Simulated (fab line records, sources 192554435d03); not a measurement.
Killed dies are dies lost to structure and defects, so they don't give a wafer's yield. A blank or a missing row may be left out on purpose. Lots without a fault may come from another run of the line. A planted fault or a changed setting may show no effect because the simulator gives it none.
Chamber matching | flow n5_finfet | N5_BEOL_M7_CMP_52 on cmp-04: 4 sister chambers
The step polishes, stops on SiCOH lowk, t overpolish 6.9 s, target thk 80 nm. 14 wafers are shown with their chamber, then 7 later ones without.

WAFERS WITH THEIR CHAMBER
wafer  | chamber | motor_current_A (A) | head_pressure_psi (psi) | time_to_endpoint_s (s)
L074.2 | 0       | 6.3                 | 1.0029                  | 64.3
L074.5 | 2       | 6.8                 | 1.0021                  | 61.8
L074.6 | 3       | 6.1                 | 0.9995                  | 61.9
L080.1 | 2       | 6.8                 | 1.0017                  | 61.6
L080.3 | 3       | 5.9                 | 1.0013                  | 65.2
L080.6 | 3       | 6.3                 | 0.9996                  | 61.0
L078.1 | 2       | 7.1                 | 0.9995                  | 59.9
L078.3 | 1       | 7.7                 | 1.0013                  | 61.5
L078.6 | 1       | 7.9                 | 0.9986                  | 58.3
L082.1 | 3       | 6.1                 | 1.0008                  | 64.6
L082.4 | 1       | 8.0                 | 0.9996                  | 66.0
L082.6 | 3       | 5.9                 | 1.0035                  | 63.8
L083.1 | 3       | 6.1                 | 0.9978                  | 62.9
L083.2 | 0       | 5.9                 | 1.0031                  | 67.4

SIGNATURES (means of the wafers above)
reading            | chamber 0 | chamber 1 | chamber 2 | chamber 3 | scatter within a chamber
motor_current_A    | 6.100     | 7.867     | 6.900     | 6.067     | 0.173
head_pressure_psi  | 1.003000  | 0.999833  | 1.001100  | 1.000417  | 0.00163
time_to_endpoint_s | 65.850    | 61.933    | 61.100    | 63.233    | 2.23
Rule: a wafer's distance from a chamber is the root of the sum, over the readings, of the square of ((its reading less the chamber's mean) divided by the reading's scatter). The wafer belongs to the nearest chamber; if the next one is less than 2 further off, it can't be placed. The scatter: the root of (the sum of the squares of (reading less its chamber's mean) over the shown wafers, divided by (wafers less chambers)).

WAFERS WITHOUT THEIR CHAMBER
wafer  | motor_current_A (A) | head_pressure_psi (psi) | time_to_endpoint_s (s)
L083.4 | 7.0                 | 0.9998                  | 64.3
L093.1 | 6.8                 | 0.9996                  | 57.9
L093.4 | 6.0                 | 1.0023                  | 59.8
L093.5 | 6.7                 | 0.9960                  | 60.8
L094.2 | 7.6                 | 1.0013                  | 57.8
L094.3 | 6.1                 | 1.0006                  | 60.5
L094.4 | 6.3                 | 0.9995                  | 58.2

WHICH CHAMBER EACH WENT THROUGH
wafer  | from the rows above          | in truth
L083.4 | 2                            | 2
L093.1 | 2                            | 2
L093.4 | can't be placed: 3 or 0      | 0
L093.5 | can't be placed: 2 or 3      | 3
L094.2 | can't be placed: 1 or 2      | 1
L094.3 | can't be placed: 3 or 0      | 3
L094.4 | can't be placed: 3 or 2 or 0 | 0
Placed correctly: 2 of 7. Can't be placed from these rows: 5 (the true chamber is among the candidates in 5). Placed wrongly: 0.
